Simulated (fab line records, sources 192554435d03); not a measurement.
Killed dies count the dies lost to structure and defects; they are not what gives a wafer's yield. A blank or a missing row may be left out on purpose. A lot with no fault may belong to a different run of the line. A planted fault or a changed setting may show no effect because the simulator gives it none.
Chamber matching ; flow n5 finfet ; 4 sister chambers for N5_BEOL_M11_STRIP_36 on rie diel-01
The step strips in N2/H2. 14 wafers are shown with their chamber, then 7 later ones without.

## EACH WAFER AND ITS CHAMBER
wafer;chamber;drypump motor current A (A);showerhead plenum p Torr (Torr);throttle valve pct (%)
L132.2;3;6.4;2.61;23.41
L132.4;1;5.2;2.62;23.99
L132.5;3;6.4;2.61;23.36
L138.1;3;6.4;2.59;23.41
L138.5;2;5.5;2.59;23.82
L138.6;3;6.3;2.59;23.43
L140.1;1;5.2;2.61;23.64
L140.2;0;5.9;2.52;24.24
L140.4;0;5.9;2.52;24.21
L144.3;1;5.2;2.61;23.60
L144.5;0;5.9;2.52;24.27
L144.6;1;5.2;2.61;23.63
L146.2;3;6.4;2.59;23.44
L152.2;3;6.4;2.58;23.45

SIGNATURES, as means of the wafers listed above
reading;chamber 0;chamber 1;chamber 2;chamber 3;scatter within a chamber
drypump motor current A;5.900;5.200;5.500;6.383;0.0289
showerhead plenum p Torr;2.5200;2.6125;2.5900;2.5950;0.00908
throttle valve pct;24.2400;23.7150;23.8200;23.4167;0.104
Rule: a wafer lies at a distance from a chamber equal to the root of the sum of squares, over the readings, of (its reading less the chamber's mean, divided by the reading's scatter). If the next closest chamber is less than 2 further off than the closest, the wafer can't be placed; otherwise it belongs to the closest. The scatter: the root of (the sum of the squares of (reading less its chamber's mean) over the shown wafers, divided by (wafers less chambers)).

## WAFERS WITHOUT THEIR CHAMBER
wafer;drypump motor current A (A);showerhead plenum p Torr (Torr);throttle valve pct (%)
L152.3;5.5;2.58;23.81
L152.5;5.9;2.51;24.28
L137.1;6.4;2.58;23.44
L137.4;5.9;2.51;24.25
L153.2;6.4;2.58;23.45
L153.3;5.4;2.58;23.80
L153.5;5.5;2.58;23.78

## THE CHAMBER EACH PASSED THROUGH
wafer;from the rows above;in truth
L152.3;2;2
L152.5;0;0
L137.1;3;3
L137.4;0;0
L153.2;3;3
L153.3;2;2
L153.5;2;2
Placed correctly: 7 of 7. Can't be placed from these rows: 0. 0 placed wrongly.
